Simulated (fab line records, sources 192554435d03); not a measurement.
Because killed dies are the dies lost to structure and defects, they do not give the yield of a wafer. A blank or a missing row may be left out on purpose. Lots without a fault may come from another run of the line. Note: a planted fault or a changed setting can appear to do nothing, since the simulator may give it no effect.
Chamber matching | flow n5 finfet | N5_BEOL_M10_DESCUM_16 on rie diel-02 has 4 sister chambers
The step chemistry O2, time 7.9 s. 4 wafers are shown with their chamber, then 10 later ones without.

WAFERS WITH THEIR CHAMBER
wafer  | chamber | showerhead plenum p Torr (Torr)
L081.4 | 1       | 2.15
L089.4 | 0       | 2.02
L089.6 | 3       | 2.08
L088.5 | 2       | 2.23

WAFERS WITH NO CHAMBER GIVEN
wafer  | showerhead plenum p Torr (Torr)
L088.6 | 2.14
L090.2 | 2.23
L090.4 | 2.14
L090.5 | 2.14
L094.1 | 2.08
L094.4 | 2.02
L094.5 | 2.08
L092.4 | 2.02
L092.5 | 2.14
L092.6 | 2.23

CHAMBER TAKEN BY EACH
wafer  | from the rows above | in truth
L088.6 | 1                   | 1
L090.2 | 2                   | 2
L090.4 | 1                   | 1
L090.5 | 1                   | 1
L094.1 | 3                   | 3
L094.4 | 0                   | 0
L094.5 | 3                   | 3
L092.4 | 0                   | 0
L092.5 | 1                   | 1
L092.6 | 2                   | 2
10 of 10 placed correctly. Can't be placed from these rows: 0. Placed wrongly: 0.
How it was worked out, from the rows above alone: a wafer's distance from a chamber is the root of the sum, over the readings, of the square of ((its reading less the chamber's mean) divided by the reading's scatter). If the next closest chamber is less than 2 further off than the closest, the wafer can't be placed; otherwise it belongs to the closest. Each chamber's mean is taken over the wafers shown for it. The scatter: with one shown wafer a chamber, the root of the mean of the squares of how far each hidden wafer lies from its nearest shown one.
